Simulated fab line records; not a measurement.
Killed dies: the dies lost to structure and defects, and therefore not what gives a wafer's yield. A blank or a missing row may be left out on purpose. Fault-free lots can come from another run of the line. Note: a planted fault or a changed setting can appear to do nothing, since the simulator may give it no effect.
Matching of chambers | flow n5-finfet | N5_BEOL_M11_DESCUM_16 on rie-diel-02: 4 sister chambers
The step chemistry O2, time 7.9 s. 14 wafers are shown with their chamber, then 7 later ones without.

## WAFERS WITH THEIR CHAMBER
wafer  | chamber | drypump-motor-current-A (A) | showerhead-plenum-p-Torr (Torr) | rf-vpp-V (V)
L074.1 | 3       | 5.6                         | 2.24                            | 245.2
L074.4 | 1       | 5.8                         | 2.10                            | 242.6
L074.6 | 1       | 5.8                         | 2.10                            | 242.0
L076.2 | 2       | 6.5                         | 2.06                            | 242.9
L076.3 | 0       | 5.1                         | 2.15                            | 245.0
L076.4 | 1       | 5.7                         | 2.10                            | 242.6
L081.2 | 1       | 5.8                         | 2.10                            | 242.5
L081.3 | 3       | 5.6                         | 2.23                            | 245.5
L081.4 | 1       | 5.8                         | 2.10                            | 243.5
L086.1 | 2       | 6.4                         | 2.05                            | 243.2
L086.2 | 1       | 5.7                         | 2.09                            | 243.0
L086.4 | 3       | 5.6                         | 2.22                            | 245.7
L091.3 | 3       | 5.6                         | 2.22                            | 246.0
L091.4 | 0       | 5.1                         | 2.15                            | 243.9

SIGNATURES (averages over the wafers above)
reading                  | chamber 0 | chamber 1 | chamber 2 | chamber 3 | scatter within a chamber
drypump-motor-current-A  | 5.100     | 5.767     | 6.450     | 5.600     | 0.0428
showerhead-plenum-p-Torr | 2.1500    | 2.0983    | 2.0550    | 2.2275    | 0.00639
rf-vpp-V                 | 244.450   | 242.700   | 243.050   | 245.600   | 0.476
Rule: a wafer's distance from a chamber is the root of the sum, over the readings, of the square of ((its reading less the chamber's mean) divided by the reading's scatter). The wafer belongs to the nearest chamber; if the next one is less than 2 further off, it can't be placed. The scatter is the square root of a quotient: the sum, over the shown wafers, of each reading's squared deviation from its chamber's mean, divided by wafers minus chambers.

## WAFERS WITH NO CHAMBER GIVEN
wafer  | drypump-motor-current-A (A) | showerhead-plenum-p-Torr (Torr) | rf-vpp-V (V)
L091.5 | 6.5                         | 2.05                            | 243.8
L096.3 | 5.8                         | 2.08                            | 243.7
L096.5 | 5.7                         | 2.08                            | 244.6
L096.6 | 5.7                         | 2.08                            | 243.1
L095.1 | 6.5                         | 2.05                            | 243.9
L095.4 | 6.5                         | 2.05                            | 241.9
L095.6 | 5.6                         | 2.22                            | 243.2

## WHICH CHAMBER EACH WENT THROUGH
wafer  | from the rows above | in truth
L091.5 | 2                   | 2
L096.3 | 1                   | 1
L096.5 | 1                   | 1
L096.6 | 1                   | 1
L095.1 | 2                   | 2
L095.4 | 2                   | 2
L095.6 | 3                   | 3
7 of 7 placed correctly. From these rows, 0 cannot be placed. Placed wrongly: 0.
